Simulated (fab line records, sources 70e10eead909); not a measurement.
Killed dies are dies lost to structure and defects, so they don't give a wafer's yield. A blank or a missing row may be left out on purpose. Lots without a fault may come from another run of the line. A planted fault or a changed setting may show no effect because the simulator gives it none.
Chamber matching | flow nand_harc | NHARC_A_STAIRCASE_DEP_301 on pecvd-02: 3 sister chambers
The step deposits SiON, target thk 30 nm. 18 wafers are shown with their chamber, then 9 later ones without.

WAFERS WITH THEIR CHAMBER
wafer  | chamber | heater_power_outer_w (W) | heater_power_w (W)
L074.1 | 0       | 423                      | 763
L074.4 | 1       | 500                      | 766
L074.6 | 0       | 432                      | 767
L076.1 | 0       | 443                      | 790
L076.3 | 2       | 375                      | 722
L076.5 | 0       | 455                      | 773
L079.3 | 2       | 431                      | 752
L079.5 | 1       | 525                      | 817
L079.6 | 0       | 473                      | 793
L078.2 | 2       | 472                      | 820
L078.4 | 0       | 454                      | 775
L078.5 | 2       | 459                      | 849
L081.2 | 2       | 483                      | 874
L081.3 | 1       | 572                      | 866
L081.5 | 0       | 426                      | 738
L080.1 | 1       | 569                      | 881
L080.3 | 0       | 426                      | 758
L080.5 | 1       | 571                      | 886

SIGNATURES (means of the wafers above)
reading              | chamber 0 | chamber 1 | chamber 2 | scatter within a chamber
heater_power_outer_w | 441.50    | 547.40    | 444.00    | 30.6
heater_power_w       | 769.62    | 843.20    | 803.40    | 44.1
Rule: a wafer's distance from a chamber is the root of the sum, over the readings, of the square of ((its reading less the chamber's mean) divided by the reading's scatter). The wafer belongs to the nearest chamber; if the next one is less than 2 further off, it can't be placed. The scatter: the root of (the sum of the squares of (reading less its chamber's mean) over the shown wafers, divided by (wafers less chambers)).

WAFERS WITHOUT THEIR CHAMBER
wafer  | heater_power_outer_w (W) | heater_power_w (W)
L082.1 | 460                      | 850
L082.4 | 467                      | 806
L082.5 | 578                      | 897
L094.1 | 391                      | 754
L094.4 | 466                      | 739
L094.6 | 462                      | 777
L096.3 | 394                      | 733
L096.5 | 398                      | 753
L096.6 | 574                      | 901

WHICH CHAMBER EACH WENT THROUGH
wafer  | from the rows above          | in truth
L082.1 | can't be placed: 2 or 0 or 1 | 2
L082.4 | can't be placed: 2 or 0      | 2
L082.5 | 1                            | 1
L094.1 | can't be placed: 0 or 2      | 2
L094.4 | can't be placed: 0 or 2      | 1
L094.6 | can't be placed: 0 or 2      | 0
L096.3 | can't be placed: 0 or 2      | 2
L096.5 | can't be placed: 0 or 2      | 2
L096.6 | 1                            | 1
Placed correctly: 2 of 9. Can't be placed from these rows: 7 (the true chamber is among the candidates in 6). Placed wrongly: 0.
